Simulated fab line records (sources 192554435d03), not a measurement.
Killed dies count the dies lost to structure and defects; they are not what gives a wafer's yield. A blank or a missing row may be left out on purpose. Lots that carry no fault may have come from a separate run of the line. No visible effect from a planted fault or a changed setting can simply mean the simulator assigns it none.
Matching of chambers	flow n5 finfet	N5_GATE_CUT_SAC_CAP_01 on ald sin-04: 4 sister chambers
The step material SiNx, target thk 24 nm, pulse time 1 s, ald cycles 480. 18 wafers are shown with their chamber, then 9 later ones without.

== WAFERS WITH THEIR CHAMBER ==
wafer	chamber	heater power w (W)	precursor pulse height rel
L079.3	0	964	0.968
L079.4	1	834	1.024
L079.6	2	1020	0.995
L082.1	2	995	1.004
L082.2	3	936	0.970
L082.4	1	853	1.018
L083.1	2	1037	0.977
L083.2	3	944	0.978
L083.4	1	857	0.992
L088.1	0	982	0.970
L088.2	2	1023	1.001
L088.3	3	936	0.971
L088.4	1	832	1.005
L088.5	1	833	0.993
L088.6	0	976	0.988
L090.1	0	972	1.011
L090.2	1	841	1.022
L090.3	2	1025	1.033

SIGNATURES, as means of the wafers listed above
reading	chamber 0	chamber 1	chamber 2	chamber 3	scatter within a chamber
heater power w	973.50	841.67	1020.00	938.67	11.2
precursor pulse height rel	0.98425	1.00900	1.00200	0.97300	0.0167
Rule: for a wafer and a chamber, the distance is found by dividing, reading by reading, the gap between the wafer's reading and the chamber's mean by the reading's scatter, squaring, summing and taking the root. If the next closest chamber is less than 2 further off than the closest, the wafer can't be placed; otherwise it belongs to the closest. The scatter: the root of (the sum of the squares of (reading less its chamber's mean) over the shown wafers, divided by (wafers less chambers)).

== WAFERS MISSING THEIR CHAMBER ==
wafer	heater power w (W)	precursor pulse height rel
L090.4	919	1.006
L090.5	854	0.997
L090.6	979	0.963
L093.1	842	1.007
L093.2	936	0.983
L093.4	1033	1.001
L094.1	848	1.026
L094.2	963	0.972
L094.5	1022	0.963

== THE CHAMBER EACH PASSED THROUGH ==
wafer	from the rows above	in truth
L090.4	3	3
L090.5	1	1
L090.6	0	0
L093.1	1	1
L093.2	3	3
L093.4	2	2
L094.1	1	1
L094.2	can't be placed: 0 or 3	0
L094.5	2	2
Correctly placed: 8 of 9. Can't be placed from these rows: 1 (the true chamber is among the candidates in 1). Placed wrongly: 0.
